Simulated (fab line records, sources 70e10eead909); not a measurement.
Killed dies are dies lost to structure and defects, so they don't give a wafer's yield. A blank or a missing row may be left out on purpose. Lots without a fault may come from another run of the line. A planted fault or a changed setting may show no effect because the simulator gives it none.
Chamber matching | flow nand_harc | NHARC_A_M0_DEP_32 on pecvd-02: 3 sister chambers
The step deposits SiCN, target thk 30 nm. 14 wafers are shown with their chamber, then 7 later ones without.

WAFERS WITH THEIR CHAMBER
wafer  | chamber | heater_power_w (W)
L076.1 | 0       | 562
L076.3 | 0       | 585
L076.4 | 1       | 557
L078.1 | 0       | 542
L078.2 | 1       | 600
L078.4 | 2       | 468
L086.2 | 0       | 539
L086.3 | 2       | 446
L086.6 | 1       | 548
L090.2 | 1       | 598
L090.5 | 0       | 582
L090.6 | 2       | 473
L088.1 | 2       | 479
L088.2 | 1       | 586

SIGNATURES (means of the wafers above)
reading        | chamber 0 | chamber 1 | chamber 2 | scatter within a chamber
heater_power_w | 562.00    | 577.80    | 466.50    | 20.8
Rule: a wafer's distance from a chamber is the root of the sum, over the readings, of the square of ((its reading less the chamber's mean) divided by the reading's scatter). The wafer belongs to the nearest chamber; if the next one is less than 2 further off, it can't be placed. The scatter: the root of (the sum of the squares of (reading less its chamber's mean) over the shown wafers, divided by (wafers less chambers)).

WAFERS WITHOUT THEIR CHAMBER
wafer  | heater_power_w (W)
L088.5 | 583
L094.1 | 496
L094.2 | 541
L094.3 | 571
L094.4 | 562
L094.5 | 574
L094.6 | 483

WHICH CHAMBER EACH WENT THROUGH
wafer  | from the rows above     | in truth
L088.5 | can't be placed: 1 or 0 | 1
L094.1 | can't be placed: 2 or 0 | 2
L094.2 | can't be placed: 0 or 1 | 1
L094.3 | can't be placed: 1 or 0 | 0
L094.4 | can't be placed: 0 or 1 | 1
L094.5 | can't be placed: 1 or 0 | 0
L094.6 | 2                       | 2
Placed correctly: 1 of 7. Can't be placed from these rows: 6 (the true chamber is among the candidates in 6). Placed wrongly: 0.
